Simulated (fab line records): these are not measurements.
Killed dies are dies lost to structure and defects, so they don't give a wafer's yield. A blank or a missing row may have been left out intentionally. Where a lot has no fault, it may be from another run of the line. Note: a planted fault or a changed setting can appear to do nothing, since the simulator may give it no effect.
fab line records    flow n5_finfet    part 2 of 2: steps 4 to 6 of 6
record lots=24  wafers=72  last_day=18
route steps=1938 shown BEOL_M5@1162 BEOL_M6@1216
lots that met no fault: from a run of the same line without faults
start_h: the number of hours between the record's first day and the start of the first shown wafer of the lot    wait_h: time in hours since the lot's previous step    " repeats the value in the row above    L1.1+2: one row covering several wafers at once    - no value, or no start was given    * or withheld: withheld    < > ~ a bound
route shown NAME@n: NAME is a module with steps in the file, n the number in the route of the first one    usual: mean/standard deviation taken from wafers without a fault    same: alike in all rows    chamber/n: place in a boat    sites: each site's reading    _std_site: the values' standard deviation    _edge_site: mean of outer sites minus mean of inner sites    radius_mm: how far each site lies from the wafer's centre    mask NAME#n: copy n    behind: the most recent tool/chamber to have shaped the wafer    hold: the reason the lot was held/the length of the hold in hours/how it ended    device: names the non-switching transistor (n, p or np)    end of line: the route-end tests of the same wafers    for a step that has no rows: nothing shown but its recipe    killed: dies lost to structure and defects at the first sort, not the wafer's yield    map: shows each die of a wafer: x if killed, . if not, _ if none is there
set.NAME: the setting that was run; set.NAME@STEP: the one run at that earlier step    model.NAME: the simulator's own value behind a step, which no gauge read
route steps across a sampled set of lots; one table per step, one row per wafer
services: from which hour (start_h, from the record's first day; less than 0 if before it) a tool's chamber was out of use, for how many hours, and why
## steps
# step N5_BEOL_M6_TRENCH_ETCH_37
# recipe chemistry=C4F6/O2  target_depth_a=944.35  target=SiCOH_lowk  time_s=31.5  ion_energy_ev=250  pressure_mtorr=30  source_w=345  bias_w=185  Ar_flow_sccm=300  C4F6_flow_sccm=10  O2_flow_sccm=10
# usual C4F6_flow_sccm=10.00/0.031  drypump_motor_current_A=5.8/0.34  oes_product_au=0.78/0.071  rf_vpp_V=666/7.1  showerhead_plenum_p_Torr=2.83/0.1  throttle_valve_pct=20.91/0.28
lot.wafer  tool         chamber  start_h  wait_h  C4F6_flow_sccm  drypump_motor_current_A  oes_product_au  rf_hours_counter_h  rf_vpp_V  showerhead_plenum_p_Torr  throttle_valve_pct
L074.1     rie_diel-04  2        -        -       9.92            5.6                      0.74            187                 667       2.94                      21.34
L074.2     "            1        "        "       10.02           6.2                      0.85            44                  676       3.03                      20.96
L074.3     "            0        "        "       9.95            5.5                      0.84            81                  657       2.77                      20.58
L075.1     rie_diel-03  0        -        -       10.06           5.1                      0.92            11                  675       2.78                      20.75
L075.5     "            0        "        "       10.06           5.1                      0.93            -                   676       2.78                      20.75
L075.6     "            1        "        "       9.99            6.4                      0.91            -                   660       2.79                      20.52
L077.1     rie_diel-01  2        -        -       10.01           6.2                      0.69            219                 667       2.82                      20.87
L077.5     "            3        "        "       10.04           5.8                      0.75            -                   660       2.74                      21.10
L077.6     "            2        "        "       9.98            6.2                      0.68            -                   666       2.82                      20.85
L076.1     rie_diel-01  2        -        -       9.99            6.1                      0.70            221                 665       2.82                      20.88
L076.3     "            3        "        "       10.03           5.7                      0.76            135                 660       2.74                      21.12
L076.4     "            0        "        "       9.94            6.1                      0.81            113                 668       2.74                      20.53
L078.3     rie_diel-04  0        -        -       10.03           5.5                      0.83            90                  655       2.76                      20.61
L078.4     "            2        "        "       10.00           5.6                      0.73            195                 666       2.94                      21.37
L078.6     "            0        "        "       10.00           5.5                      0.82            -                   656       2.76                      20.59
L079.2     rie_diel-01  2        -        -       9.93            6.2                      0.69            223                 668       2.82                      20.87
L079.3     "            3        "        "       10.05           5.7                      0.77            137                 661       2.74                      21.09
L079.4     "            1        "        "       10.02           6.0                      0.67            245                 667       2.80                      20.95
L080.1     rie_diel-03  0        -        -       10.03           5.1                      0.91            19                  675       2.78                      20.76
L080.3     "            1        "        "       10.03           6.4                      0.90            28                  659       2.79                      20.55
L080.5     "            2        "        "       9.97            5.5                      0.75            -                   667       2.95                      21.29
L081.1     rie_diel-01  3        -        -       10.01           5.7                      0.76            142                 660       2.73                      21.12
L081.4     "            0        "        "       10.00           6.1                      0.79            119                 669       2.73                      20.54
L081.6     "            0        "        "       9.99            6.1                      0.80            -                   668       2.73                      20.55
L083.2     rie_diel-01  0        -        -       10.02           6.1                      0.79            128                 667       2.73                      20.53
L083.5     "            2        "        "       9.96            6.2                      0.67            -                   666       2.81                      20.88
L083.6     "            3        "        "       10.00           5.8                      0.74            -                   660       2.73                      21.10
L082.1     rie_diel-01  0        -        -       9.96            6.0                      0.79            128                 669       2.73                      20.54
L082.4     "            0        "        "       10.01           6.1                      0.78            -                   668       2.73                      20.57
L082.5     "            3        "        "       10.03           5.7                      0.75            -                   661       2.73                      21.13
L084.1     rie_diel-01  1        -        -       10.05           5.9                      0.95            5                   666       2.79                      20.59
L084.4     "            2        "        "       9.98            6.2                      0.68            244                 667       2.81                      20.89
L084.5     "            0        "        "       10.04           6.1                      0.78            -                   668       2.73                      20.57
L086.1     rie_diel-04  0        -        -       10.01           5.5                      0.81            103                 656       2.76                      20.63
L086.4     "            3        "        "       10.01           5.7                      0.80            70                  680       3.01                      21.12
L086.5     "            1        "        "       9.99            6.2                      0.82            -                   678       3.02                      21.00
L085.1     rie_diel-01  3        -        -       9.98            5.7                      0.76            159                 660       2.73                      21.14
L085.4     "            2        "        "       10.04           6.2                      0.67            246                 665       2.81                      20.90
L085.6     "            1        "        "       10.02           6.0                      0.94            -                   665       2.79                      20.59
L087.3     rie_diel-04  0        -        -       10.06           5.5                      0.82            104                 655       2.76                      20.63
L087.4     "            2        "        "       9.98            5.6                      0.72            212                 666       2.93                      21.39
L087.6     "            0        "        "       9.94            5.5                      0.82            -                   656       2.76                      20.62
L089.1     rie_diel-01  3        -        -       9.95            5.7                      0.75            162                 660       2.72                      21.15
L089.2     "            2        "        "       9.97            6.2                      0.67            248                 667       2.81                      20.90
L089.4     "            1        "        "       9.99            6.0                      0.95            9                   666       2.79                      20.59
L088.1     rie_diel-04  2        -        -       10.00           5.6                      0.72            214                 666       2.93                      21.40
L088.2     "            0        "        "       9.99            5.5                      0.82            107                 657       2.76                      20.64
L088.6     "            0        "        "       10.03           5.5                      0.82            -                   656       2.76                      20.61
L090.1     rie_diel-03  0        -        -       10.06           5.1                      0.85            47                  675       2.77                      20.81
L090.2     "            1        "        "       9.97            6.3                      0.85            56                  659       2.78                      20.58
L090.3     "            3        "        "       9.97            5.9                      0.72            211                 656       2.72                      21.19
L092.1     rie_diel-03  0        -        -       10.01           5.1                      0.85            48                  674       2.77                      20.80
L092.2     "            1        "        "       10.03           6.3                      0.84            58                  658       2.77                      20.57
L092.3     "            2        "        "       10.02           5.5                      0.73            190                 665       2.94                      21.31
L091.1     rie_diel-03  3        -        -       10.05           5.9                      0.71            212                 657       2.72                      21.20
L091.4     "            1        "        "       10.00           6.3                      0.85            58                  658       2.77                      20.58
L091.6     "            0        "        "       9.98            5.0                      0.85            -                   675       2.77                      20.80
L094.1     rie_diel-03  3        -        -       10.00           6.0                      0.72            217                 656       2.71                      21.22
L094.4     "            0        "        "       10.01           5.1                      0.84            53                  675       2.77                      20.81
L094.6     "            2        "        "       9.97            5.5                      0.73            -                   665       2.94                      21.31
L095.2     rie_diel-01  3        -        -       9.98            5.8                      0.73            178                 661       2.72                      21.16
L095.3     "            0        "        "       10.06           6.0                      0.77            156                 667       2.72                      20.59
L095.6     "            1        "        "       10.00           6.0                      0.90            -                   666       2.78                      20.61
L093.3     rie_diel-04  3        -        -       10.01           5.7                      0.78            88                  678       3.00                      21.13
L093.4     "            1        "        "       9.98            6.2                      0.80            84                  677       3.01                      21.03
L093.6     "            1        "        "       10.01           6.2                      0.79            -                   676       3.01                      21.03
L096.1     rie_diel-04  0        -        -       10.03           5.5                      0.80            121                 656       2.75                      20.66
L096.2     "            1        "        "       10.03           6.2                      0.79            85                  677       3.01                      21.03
L096.5     "            3        "        "       10.00           5.7                      0.78            -                   677       3.00                      21.15
L097.1     rie_diel-04  3        -        -       9.98            5.6                      0.78            90                  677       3.00                      21.16
L097.4     "            1        "        "       9.96            6.2                      0.80            87                  677       3.01                      21.03
L097.6     "            2        "        "       9.99            5.6                      0.71            -                   665       2.92                      21.41
# step N5_BEOL_M6_ALD_77
# recipe material=TaN  target_thk_a=20  temp_c=275  ald_precursor_family=PDMAT  ald_co_reactant=NH3  pressure_torr=3  carrier_flow_sccm=1500  pulse_time_s=2  purge_time_s=3  co_reactant_purge_time_s=2  co_reactant_pulse_time_s=3  ald_cycles=40  precursor_vessel_temp_c=75  precursor_vessel_pressure_torr=26.25  precursor_vessel_carrier_sccm=1000
# usual chamber_pressure_Torr=3.000/0.0062  heater_power_w=404/39  precursor_vessel_pressure_torr=26.25/0.048
# same co_reactant_purge_time_s=2
lot.wafer  tool          chamber  start_h  wait_h  chamber_pressure_Torr  heater_power_w  precursor_vessel_pressure_torr
L074.1     ald_metal-03  0        200.91   0.0     3.002                  342             26.24
L074.2     "             2        "        "       3.003                  396             26.29
L074.3     "             3        "        "       2.999                  447             26.25
L075.1     ald_metal-02  3        215.82   0.0     3.003                  373             26.25
L075.5     "             0        "        "       2.993                  388             26.30
L075.6     "             3        "        "       2.996                  372             26.25
L077.1     ald_metal-04  2        219.83   0.1     2.999                  369             26.22
L077.5     "             3        "        "       3.000                  417             26.30
L077.6     "             0        "        "       2.987                  381             26.30
L076.1     ald_metal-04  3        224.93   0.3     3.004                  427             26.26
L076.3     "             0        "        "       3.010                  382             26.30
L076.4     "             2        "        "       3.006                  362             26.21
L078.3     ald_metal-04  1        226.36   0.0     3.004                  460             26.23
L078.4     "             2        "        "       2.997                  378             26.32
L078.6     "             0        "        "       3.006                  388             26.30
L079.2     ald_metal-03  0        230.51   0.1     2.996                  333             26.22
L079.3     "             2        "        "       2.997                  395             26.23
L079.4     "             3        "        "       2.992                  448             26.18
L080.1     ald_metal-04  0        231.42   0.0     3.003                  366             26.30
L080.3     "             3        "        "       2.997                  419             26.24
L080.5     "             3        "        "       3.002                  421             26.25
L081.1     ald_metal-02  3        243.67   0.1     3.000                  375             26.26
L081.4     "             0        "        "       3.001                  394             26.31
L081.6     "             2        "        "       2.998                  386             26.27
L083.2     ald_metal-04  0        256.43   0.0     3.005                  371             26.25
L083.5     "             3        "        "       3.002                  424             26.14
L083.6     "             0        "        "       2.998                  388             26.20
L082.1     ald_metal-02  0        256.59   0.0     3.000                  384             26.19
L082.4     "             1        "        "       2.993                  421             26.23
L082.5     "             3        "        "       2.992                  382             26.21
L084.1     ald_metal-02  2        274.01   0.1     2.997                  398             26.28
L084.4     "             3        "        "       3.001                  372             26.24
L084.5     "             1        "        "       2.999                  418             26.25
L086.1     ald_metal-02  3        278.44   0.0     3.000                  369             26.19
L086.4     "             1        "        "       2.989                  426             26.26
L086.5     "             2        "        "       3.002                  390             26.23
L085.1     ald_metal-03  2        278.93   0.0     3.015                  399             26.31
L085.4     "             1        "        "       2.997                  468             26.25
L085.6     "             1        "        "       2.994                  482             26.30
L087.3     ald_metal-04  2        283.44   0.0     2.991                  362             26.22
L087.4     "             0        "        "       2.991                  381             26.22
L087.6     "             0        "        "       3.012                  385             26.20
L089.1     ald_metal-04  3        287.43   0.0     2.991                  411             26.14
L089.2     "             1        "        "       2.999                  460             26.25
L089.4     "             0        "        "       2.995                  369             26.24
L088.1     ald_metal-04  0        293.49   0.0     2.990                  379             26.43
L088.2     "             1        "        "       3.002                  467             26.27
L088.6     "             2        "        "       3.006                  370             26.31
L090.1     ald_metal-03  1        303.63   0.0     3.005                  479             26.22
L090.2     "             2        "        "       3.000                  401             26.17
L090.3     "             0        "        "       3.003                  351             26.17
L092.1     ald_metal-03  1        307.33   0.1     3.005                  466             26.30
L092.2     "             0        "        "       2.989                  348             26.26
L092.3     "             3        "        "       3.000                  438             26.30
L091.1     ald_metal-03  1        307.78   0.0     2.996                  469             26.22
L091.4     "             3        "        "       3.012                  447             26.28
L091.6     "             0        "        "       3.008                  341             26.20
L094.1     ald_metal-04  3        324.94   0.0     3.001                  424             26.28
L094.4     "             2        "        "       3.003                  363             26.21
L094.6     "             0        "        "       3.004                  383             26.24
L095.2     ald_metal-02  0        330.37   0.0     3.004                  393             26.26
L095.3     "             1        "        "       2.995                  425             26.22
L095.6     "             2        "        "       2.994                  380             26.22
L093.3     ald_metal-02  0        332.28   0.0     3.001                  387             26.37
L093.4     "             1        "        "       3.001                  416             26.21
L093.6     "             2        "        "       3.000                  384             26.18
L096.1     ald_metal-03  2        336.18   0.1     3.010                  405             26.23
L096.2     "             1        "        "       2.999                  461             26.28
L096.5     "             1        "        "       2.993                  484             26.27
L097.1     ald_metal-03  2        339.73   0.1     3.005                  408             26.23
L097.4     "             1        "        "       2.997                  470             26.20
L097.6     "             3        "        "       2.993                  453             26.27
# step N5_BEOL_M6_SPUTTER_48
# recipe material=Cu  target_thk_a=100  temp_c=-20  bias_v=60  power_w=26000  chamber_pressure_pa=0.13  time_s=1.667
# usual throttle_valve_pct=30.1/1.1
lot.wafer  tool            chamber  start_h  wait_h  throttle_valve_pct
L074.1     pvd_sputter-01  -        201.94   0.1     29.7
L074.2     "               -        "        "       32.0
L074.3     "               -        "        "       29.8
L075.1     pvd_sputter-03  -        216.39   0.2     30.7
L075.5     "               -        "        "       31.4
L075.6     "               -        "        "       28.6
L077.1     pvd_sputter-01  -        220.51   0.1     30.1
L077.5     "               -        "        "       29.8
L077.6     "               -        "        "       29.6
L076.1     pvd_sputter-03  -        225.70   0.1     28.6
L076.3     "               -        "        "       31.3
L076.4     "               -        "        "       30.6
L078.3     pvd_sputter-02  -        228.40   1.6     30.5
L078.4     "               -        "        "       28.3
L078.6     "               -        "        "       31.1
L079.2     pvd_sputter-02  -        231.04   0.1     29.4
L079.3     "               -        "        "       31.2
L079.4     "               -        "        "       28.3
L080.1     pvd_sputter-03  -        231.98   0.1     30.0
L080.3     "               -        "        "       28.7
L080.5     "               -        "        "       30.6
L081.1     pvd_sputter-01  -        245.77   1.5     31.8
L081.4     "               -        "        "       29.7
L081.6     "               -        "        "       29.6
L083.2     pvd_sputter-03  -        257.07   0.1     30.5
L083.5     "               -        "        "       31.3
L083.6     "               -        "        "       28.5
L082.1     pvd_sputter-03  -        257.20   0.1     31.2
L082.4     "               -        "        "       30.5
L082.5     "               -        "        "       31.4
L084.1     pvd_sputter-02  -        274.60   0.1     30.8
L084.4     "               -        "        "       29.3
L084.5     "               -        "        "       31.4
L086.1     pvd_sputter-03  -        278.91   0.1     29.8
L086.4     "               -        "        "       30.4
L086.5     "               -        "        "       28.6
L085.1     pvd_sputter-03  -        279.51   0.1     30.6
L085.4     "               -        "        "       30.1
L085.6     "               -        "        "       30.4
L087.3     pvd_sputter-01  -        284.03   0.1     29.7
L087.4     "               -        "        "       29.6
L087.6     "               -        "        "       32.1
L089.1     pvd_sputter-01  -        288.54   0.3     29.5
L089.2     "               -        "        "       29.6
L089.4     "               -        "        "       31.8
L088.1     pvd_sputter-01  -        294.23   0.1     29.7
L088.2     "               -        "        "       29.8
L088.6     "               -        "        "       29.5
L090.1     pvd_sputter-02  -        304.13   0.1     30.8
L090.2     "               -        "        "       29.5
L090.3     "               -        "        "       31.3
L092.1     pvd_sputter-02  -        308.46   0.1     29.8
L092.2     "               -        "        "       28.2
L092.3     "               -        "        "       30.7
L091.1     pvd_sputter-01  -        308.83   0.1     30.0
L091.4     "               -        "        "       31.9
L091.6     "               -        "        "       30.2
L094.1     pvd_sputter-01  -        325.50   0.1     31.9
L094.4     "               -        "        "       29.5
L094.6     "               -        "        "       29.9
L095.2     pvd_sputter-01  -        330.95   0.2     29.5
L095.3     "               -        "        "       31.8
L095.6     "               -        "        "       29.7
L093.3     pvd_sputter-01  -        332.82   0.1     29.8
L093.4     "               -        "        "       29.7
L093.6     "               -        "        "       29.8
L096.1     pvd_sputter-02  -        336.79   0.1     31.1
L096.2     "               -        "        "       29.7
L096.5     "               -        "        "       29.5
L097.1     pvd_sputter-02  -        340.55   0.2     29.5
L097.4     "               -        "        "       31.4
L097.6     "               -        "        "       31.3
## services
tool            chamber  start_h  hours  kind
ald_metal-02    1        167.20   16.6   repair
ald_metal-04    3        169.42   2.5    repair
rie_diel-06     1        185.66   1.9    repair
rie_diel-02     2        186.31   1.2    repair
ald_metal-04    -        190.79   0.3    repair
rie_diel-01     1        203.47   7.2    repair
rie_diel-04     1        209.09   6.8    repair
ald_metal-03    -        210.19   8.7    pm
rie_diel-02     -        211.42   0.1    repair
rie_diel-03     2        212.85   15.3   repair
rie_diel-02     1        234.79   10.1   repair
rie_diel-04     -        240.08   14.6   pm
rie_diel-01     1        244.09   -      clean
rie_diel-01     1        244.09   -      consumable_replace:focus_ring
ald_metal-02    0        267.52   25.1   repair
pvd_sputter-03  -        271.86   1.3    repair
rie_diel-05     0        290.58   14.1   repair
ald_metal-03    2        290.71   5.9    repair
ald_metal-03    -        298.34   1.1    repair
ald_metal-04    -        299.33   2.0    repair
ald_metal-02    -        305.80   8.7    pm
ald_metal-04    1        317.24   30.8   repair
rie_diel-06     2        323.89   4.5    repair
ald_metal-04    -        330.74   2.8    pm
